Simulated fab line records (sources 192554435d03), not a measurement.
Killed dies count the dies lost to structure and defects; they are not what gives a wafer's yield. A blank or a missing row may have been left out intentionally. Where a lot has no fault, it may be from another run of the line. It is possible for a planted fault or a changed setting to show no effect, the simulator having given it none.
Problem report in the 8D (eight disciplines) form, filled by code | flow n5 finfet | the parts of the form that need people (team, actions taken, sign-off) are left out

## 1. THE PROBLEM
spin speed rpm at N5_BEOL_M5_COAT_22 reads a mean of 1734.7 rpm on 6 wafers of 2 lots; wafers without a fault read 1500.0 rpm with a standard deviation of 1.1. That is +99 or more standard deviations from the usual mean.
The step: resist thk 30 nm.
First observed at day 11 07:40: wafer L514.3, on litho track-03. The record has a number at this step for 18 wafers belonging to 6 lots. By rule, "out" or "out of limits" means more than 4 standard deviations away from the usual mean. Any other wafer with a number is counted as sound.

## 2. WHAT IT IS AND WHAT IT IS NOT
question                    | is                     | is not
which readings at this step | spin speed rpm         | -
which lots                  | L514, L517             | L510, L520, L522, L526
which wafers of those lots  | all that have a number | -
read on which tools         | litho track-03         | litho track-04, litho track-05
when                        | from day 11 07:40      | up to then (3 sound wafers); but 9 sound wafers of L520, L522, L526 came after

## 3. THE SUSPECTS, EACH WITH WHAT RULES IT OUT
Counting: a tool stays on the suspect list if, at a process step up to the reading, it processed all lots that are out and no sound lot following the first of them.
- rie diel-05 at N5_BEOL_M5_ETCH_61 (etches SiARC in CF4, target depth 15.6 nm, time 26 s): kept. It processed each lot that is out, first L514 at day 11 06:06, and no sound lot thereafter; up to then, the last sound lot it processed was L510 at day 10 15:02.
- rie diel-05 at N5_BEOL_M5_ETCH_62 (etches SOC in N2/H2, target depth 75 nm, overetch 15 nm, time 112.5 s): kept. It processed each lot that is out, first L514 at day 11 06:08, and no sound lot thereafter; up to then, the last sound lot it processed was L510 at day 10 15:04.
- litho track-03 at N5_BEOL_M5_COAT_22 (resist thk 30 nm): kept. It processed each lot that is out, first L514 at day 11 07:40, and no sound lot thereafter; up to then, the last sound lot it processed was L510 at day 10 15:29. Its own spin speed rpm readings are out on those wafers.
After the count, these remain: rie diel-05 at N5_BEOL_M5_ETCH_61, rie diel-05 at N5_BEOL_M5_ETCH_62 and litho track-03 at N5_BEOL_M5_COAT_22.

## 4. THE CAUSE (what the simulator had put in)
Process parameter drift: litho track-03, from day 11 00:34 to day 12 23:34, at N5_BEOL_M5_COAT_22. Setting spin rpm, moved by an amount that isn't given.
Counting leaves 3 suspects; this tool is one of them.

## 5. SEQUENCE OF EFFECTS, ordered by route
Each row: a reading whose mean over the struck wafers that have a number lies more than 3 standard deviations from the usual. Scope: only readings with a usual standard deviation given in the record; hours: median across lots of the time from each lot's start at the first step in this table that gives one to its start at this step; sigmas: change in usual standard deviations.
hours | step               | reading        | usual      | on struck wafers | change | sigmas
0     | N5_BEOL_M5_COAT_22 | spin speed rpm | 1500.0 rpm | 1734.7           | +234.7 | +99 or more
The process steps in it:
- N5_BEOL_M5_COAT_22: resist thk 30 nm.
Later measuring or inspecting steps at which every struck wafer that the step has a row for has a number for every such reading, and none has moved that far: N5_BEOL_M5_CD_MEAS_28, N5_BEOL_M5_OVL_MEAS_29, N5_BEOL_M5_INSPECT_30.

## 6. WHAT WOULD HAVE CAUGHT IT SOONER
7 hours passed between the start of the fault at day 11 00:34 and the first reading out of limits in this record, taken at day 11 07:40.
